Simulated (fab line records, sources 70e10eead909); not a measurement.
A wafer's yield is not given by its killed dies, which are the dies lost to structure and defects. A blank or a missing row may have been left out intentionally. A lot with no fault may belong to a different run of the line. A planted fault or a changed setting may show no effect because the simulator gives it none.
Problem report in the 8D (eight disciplines) form, filled by code / flow nand-harc / the parts of the form that need people (team, actions taken, sign-off) are left out

## 1. WHAT WENT WRONG
heater-power-total-W at NHARC_P_M0_PEB_07 reads a mean of 160.6 W on 6 wafers of 2 lots; wafers without a fault read 156.6 W with a standard deviation of 0.43. Measured from the usual mean, that is +9.2 standard deviations.
The step: peb time 65 s.
The first sign was on wafer L302.1 at day 9 05:51, on litho-track-01. The record has a number at this step for 18 wafers belonging to 6 lots. The rule behind "out" and "out of limits": a value lying over 4 standard deviations away from the usual mean. Any other wafer with a number is counted as sound.

## 2. WHAT THIS IS AND IS NOT
question=which readings at this step | is=heater-power-total-W | is not=-
question=which lots | is=L302, L303 | is not=L309, L310, L311, L314
question=which wafers of those lots | is=all that have a number | is not=-
question=read on which tools | is=litho-track-01 | is not=litho-track-06
question=when | is=from day 9 05:51 | is not=up to then (0 sound wafers); but 12 sound wafers of L309, L310, L311, L314 came after

## 3. SUSPECTS, AND WHAT RULES EACH OUT
Counting: a tool stays on the suspect list if, at a process step up to the reading, it processed all lots that are out and no sound lot following the first of them.
- litho-track-01 at NHARC_P_M0_PEB_07 (peb time 65 s): ruled out as a lasting fault. Sound lots L311 ran on it after its first lot that is out, L302 (day 9 05:51).
Left after counting: nothing in the record.

## 4. THE CAUSE (what the simulator had put in)
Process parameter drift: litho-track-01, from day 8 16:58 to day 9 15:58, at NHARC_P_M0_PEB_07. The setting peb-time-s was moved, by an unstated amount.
Counting ruled it out, wrongly.

## 5. THE EFFECT CHAIN, in route order
Each row: a reading whose mean over the struck wafers that have a number lies more than 3 standard deviations from the usual. Only readings whose record carries a usual standard deviation are examined. hours: median over the lots of the time between each lot's start at the first step of this table that gives one and its start at this step. sigmas: the change, counted in usual standard deviations.
hours=0; step=NHARC_P_M0_PEB_07; reading=heater-power-total-W; usual=156.6 W; on struck wafers=160.6; change=+4.0; sigmas=+9.2
It contains these process steps:
- NHARC_P_M0_PEB_07: peb time 65 s.
Readings that are blank on the struck wafers while sound wafers have them: plate-temp-C at NHARC_P_M0_PEB_07.
At these later measuring or inspecting steps, every struck wafer for which the step has a row has a number for every such reading, and none has moved that far: NHARC_P_M0_CD_MEAS_09, NHARC_P_M0_OVL_MEAS_10, NHARC_P_M0_INSPECT_11, NHARC_P_M0_CD_MEAS_16, NHARC_END_SORT_01.

## 6. HOW IT WOULD HAVE BEEN CAUGHT EARLIER
In this record the first reading out of limits was taken at day 9 05:51, 13 hours after the fault began at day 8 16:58.
